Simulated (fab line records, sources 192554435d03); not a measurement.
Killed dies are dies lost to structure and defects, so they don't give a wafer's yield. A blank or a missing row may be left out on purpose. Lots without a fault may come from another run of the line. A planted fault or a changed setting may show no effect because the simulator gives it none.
One fault seen from 2 desks | flow n5_finfet | each desk has only its own numbers; what lay behind them comes last

THE TOOL OWNER'S DESK: rie_diel-03
The tool's own readings at N5_BEOL_M7_TRENCH_ETCH_37 (etches SiCOH lowk in C4F6/O2, target depth 93.478 nm, time 31.2 s): means of the sampled wafers that have a number, for each lot that ran on this tool. A lot is out of limits, marked OUT, if its mean lies more than 4 standard deviations from the usual mean; the brackets give that distance.
Columns: A = drypump_motor_current_A at N5_BEOL_M7_TRENCH_ETCH_37, usual 5.78 A; B = oes_f_703_au at N5_BEOL_M7_TRENCH_ETCH_37, usual 0.77 a.u.; C = oes_product_au at N5_BEOL_M7_TRENCH_ETCH_37, usual 0.78 a.u.; D = rf_vpp_V at N5_BEOL_M7_TRENCH_ETCH_37, usual 668 V; E = showerhead_plenum_p_Torr at N5_BEOL_M7_TRENCH_ETCH_37, usual 2.87 Torr; F = throttle_valve_pct at N5_BEOL_M7_TRENCH_ETCH_37, usual 20.88 %
lot  | first seen here | A    | B    | C    | D   | E    | F
L576 | day 11 00:47    | 5.80 | 0.78 | 0.79 | 670 | 2.86 | 20.80
L581 | day 11 22:05    | 5.65 | 0.86 | 0.83 | 673 | 2.93 | 20.73
L582 | day 12 19:09    | 5.65 | 0.84 | 0.79 | 673 | 2.94 | 20.73
L583 | day 12 19:33    | 5.59 | 0.79 | 0.76 | 670 | 2.88 | 20.86
L591 | day 15 17:21    | 5.85 | 0.77 | 0.77 | 672 | 2.89 | 20.76
This desk's finding: nothing out of limits on any of the 5 lots.

THE METROLOGY DESK
What the gauges read, lot by lot, whatever tool the lot ran on: means of the sampled wafers that have a number. A lot is out of limits, marked OUT, if its mean lies more than 4 standard deviations from the usual mean; the brackets give that distance. Of its 26 readings 7 are shown: the one that was out of limits first, and those that lie furthest out on some lot.
Columns: A = trench_depth_nm at N5_BEOL_M7_OCD_MEAS_38, usual 93.6 nm; B = M7_THK at N5_BEOL_M7_THK_MEAS_53, usual 79.2 nm; C = M7_RS at N5_BEOL_M7_RS_MEAS_57, usual 0.287 ohm/sq; D = COMB_M14 at N5_BEOL_M15_RC_MEAS_101, usual 4.1e-12 S/m; E = COMB_M9 at N5_BEOL_M15_RC_MEAS_101, usual 1.5e-11 S/m; F = SERP_M7 at N5_BEOL_M15_RC_MEAS_101, usual 13.9 ohm/um; G = SERP_M7_max_site at N5_BEOL_M15_RC_MEAS_101, usual 14.5 ohm/um
lot  | first seen here | A    | B    | C                | D       | E       | F    | G
L576 | day 11 00:57    | 94.0 | 78.9 | 0.286            | 4.6e-12 | 2.0e-11 | 13.4 | 14.1
L581 | day 11 22:14    | 90.2 | 76.9 | 0.303            | 4.9e-12 | 1.6e-11 | 14.4 | 15.3
L582 | day 12 19:19    | 86.8 | 73.2 | 0.325            | 4.2e-12 | 1.6e-11 | 16.2 | 16.6
L583 | day 12 19:42    | 86.7 | 69.9 | 0.334 (+4.7) OUT | 2.2e-12 | 1.2e-11 | 16.2 | 16.8
L593 | day 15 07:35    | 93.6 | 80.1 | 0.288            | 3.2e-12 | 1.8e-11 | 14.3 | 15.2
L591 | day 15 17:31    | 92.6 | 78.8 | 0.289            | 2.8e-12 | 1.3e-11 | 13.7 | 14.3
L592 | day 15 17:55    | 93.6 | 79.6 | 0.285            | 4.2e-12 | 1.4e-11 | 13.5 | 13.9
This desk's finding: out of limits on L583; first on L583, day 12 21:43 (M7_RS at N5_BEOL_M7_RS_MEAS_57). In limits: L576, L581, L582, L593, L591, L592.

PUT TOGETHER
The metrology desk could have raised an alarm at day 12 21:43, on L583.
The tool owner's desk saw nothing out of limits.
The tool owner's desk has L583 on record, within its limits.
Of the lots named, all ran N5_BEOL_M7_TRENCH_ETCH_37 on rie_diel-03.

WHAT THE SIMULATOR HAD PUT IN
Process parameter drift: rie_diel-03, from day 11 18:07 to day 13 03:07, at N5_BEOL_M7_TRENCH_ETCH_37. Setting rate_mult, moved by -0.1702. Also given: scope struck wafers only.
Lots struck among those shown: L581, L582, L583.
Hours from the fault's start to each desk's first reading out of limits: the metrology desk, 28.
